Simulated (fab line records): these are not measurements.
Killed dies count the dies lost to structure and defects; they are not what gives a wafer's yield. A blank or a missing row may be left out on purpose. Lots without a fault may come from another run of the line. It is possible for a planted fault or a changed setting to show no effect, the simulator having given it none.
A struck lot beside a sound one | flow nandHarc | 14 out of 1302 route steps
Sound: wafers L823.2, L823.4, L823.6. Struck: wafers L835.1, L835.3 (left out: L835.2, a lot-mate that was not struck); the cause follows at the end.
For every step that has rows: the tool of each side, followed by ch and its chambers, followed by its first start. Under that, the readings that differ: sound wafers | struck wafers | difference of the means | sigmas: that difference in standard deviations of wafers without a fault.
alike: words and numbers the same on both sides, and readings whose means are apart by under 2 such deviations; not compared: readings that were withheld, readings missing a value for some wafer, numbers with overlapping values and no deviation given by the record, and bounds like >300 which may hide the same value.
Wherever a step has rows on one side only, a row that says differs or no value, or a row with sigmas, the two part there. Numbers that have no deviation but don't overlap get no sigmas and don't part them. Lack of a reading on every wafer of one side parts them only where that side has two or more wafers.

first, 2 steps without rows for these wafers: NHARC_A_DECK1_JOINT_ANNEAL_28 (time 1800 s); NHARC_A_DECK1_JOINT_ANNEAL_29 (time 1800 s).
NHARC_A_DECK1_JOINT_CMP_02: polishes SiOx.
  sound on cmp-02 ch 0,1,3, day 13 15:39; struck on cmp-04 ch 0,2, day 19 04:29
  alike: motorCurrentA
following that, these wafers have no rows for 1 step: NHARC_A_DECK1_JOINT_SRD_15.
NHARC_A_DECK1_JOINT_DEP_16: deposits SiO2, target thk 45 nm.
  sound on pecvd-03 ch 1,2, day 13 16:04; struck on pecvd-01 ch 0,1, day 19 04:53
  alike: heaterPowerW, showerheadVppV, throttleValvePct
NHARC_A_DECK1_JOINT_THK_MEAS_17: measures by ellipsometry.
  sound on filmMetro-01, day 13 16:19; struck on filmMetro-02, day 19 05:10
  alike: thkNm
NHARC_A_DECK1_JOINT_INSPECT_05:
  sound on defectInspect-02, day 13 16:22; struck on defectInspect-01, day 19 05:13
  alike: rawDefectCount
after that, 1 step with no rows for these wafers: NHARC_A_ONON_D2_DEP_00 (target thk 1000 nm).
NHARC_A_ONON_D2_THK_MEAS_02: measures by ellipsometry.
  sound on filmMetro-02, day 13 16:56; struck on filmMetro-02, day 19 05:47
  alike: thkNm
after that, 1 step with no rows for these wafers: NHARC_A_ONON_D2_DEP_03 (target thk 1000 nm).
NHARC_A_ONON_D2_THK_MEAS_05: measures by ellipsometry.
  sound on filmMetro-02, day 13 17:31; struck on filmMetro-02, day 19 06:22
  alike: thkNm
NHARC_A_ONON_D2_DEP_06: target thk 1000 nm.
  sound on pecvdOnon-04 ch 0, day 13 17:37; struck on pecvdOnon-04 ch 0, day 19 06:25
  alike: nh3FlowSccm
NHARC_A_ONON_D2_THK_MEAS_08: measures by ellipsometry.
  sound on filmMetro-01, day 13 18:04; struck on filmMetro-01, day 19 06:55
reading    | sound          | struck    | difference | sigmas
thkNm (nm) | 1004 1005 1004 | 1434 1433 | +429       | +43
after that, 1 step with no rows for these wafers: NHARC_A_ONON_D2_DEP_09 (target thk 1000 nm).

## WHERE THEY PART
At NHARC_A_ONON_D2_THK_MEAS_08 and nowhere else, as far as this record goes.

WHY: the cause the simulator had injected
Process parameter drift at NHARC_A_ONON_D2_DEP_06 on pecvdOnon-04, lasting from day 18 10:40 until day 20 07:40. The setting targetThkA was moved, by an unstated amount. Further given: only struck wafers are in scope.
